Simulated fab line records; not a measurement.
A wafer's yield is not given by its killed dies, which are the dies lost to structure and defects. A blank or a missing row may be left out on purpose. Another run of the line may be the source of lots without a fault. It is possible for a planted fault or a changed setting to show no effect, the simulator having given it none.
Matching of chambers -- flow n5 finfet -- N5_BEOL_M0_SAQP_STRIP_75 on rie diel-02 has 4 sister chambers
The step strips in CF4. 16 wafers are shown with their chamber, then 8 later ones without.

== WAFERS WITH THEIR CHAMBER ==
wafer,chamber,throttle valve pct (%),showerhead plenum p Torr (Torr),oes product au (a.u.)
L074.2,3,13.65,1.77,0.175
L074.3,0,12.90,1.74,0.220
L074.4,1,13.32,1.73,0.194
L075.1,2,13.72,1.79,0.172
L075.5,0,12.92,1.74,0.210
L075.6,3,13.66,1.77,0.168
L077.3,3,13.66,1.77,0.174
L077.4,2,13.74,1.79,0.161
L077.6,3,13.67,1.77,0.174
L079.2,3,13.67,1.77,0.171
L079.4,2,13.76,1.79,0.173
L079.6,3,13.68,1.77,0.180
L080.4,2,13.76,1.79,0.177
L080.5,1,13.35,1.73,0.183
L080.6,0,12.93,1.73,0.208
L092.3,3,13.71,1.76,0.174

SIGNATURES, as means of the wafers listed above
reading,chamber 0,chamber 1,chamber 2,chamber 3,scatter within a chamber
throttle valve pct,12.9167,13.3350,13.7450,13.6714,0.0189
showerhead plenum p Torr,1.7367,1.7300,1.7900,1.7686,0.00356
oes product au,0.21267,0.18850,0.17075,0.17371,0.00552
Rule: distance of a wafer from a chamber = root of the sum over the readings of ((wafer's reading minus chamber's mean) / reading's scatter) squared. The wafer belongs to the nearest chamber; if the next one is less than 2 further off, it can't be placed. How the scatter is found: for the shown wafers, subtract from each reading the mean of its chamber, square and add these, divide the total by (wafers less chambers), then take the root.

== WAFERS WHOSE CHAMBER IS MISSING ==
wafer,throttle valve pct (%),showerhead plenum p Torr (Torr),oes product au (a.u.)
L092.4,13.79,1.79,0.166
L092.5,13.40,1.73,0.193
L093.2,13.81,1.79,0.168
L093.4,12.98,1.73,0.206
L093.5,13.72,1.76,0.166
L095.1,13.74,1.76,0.169
L095.4,13.81,1.79,0.156
L095.5,13.40,1.73,0.176

== THE CHAMBER EACH PASSED THROUGH ==
wafer,from the rows above,in truth
L092.4,2,2
L092.5,1,1
L093.2,2,2
L093.4,0,0
L093.5,3,3
L095.1,3,3
L095.4,2,2
L095.5,1,1
Correctly placed: 8 of 8. From these rows, 0 cannot be placed. 0 placed wrongly.
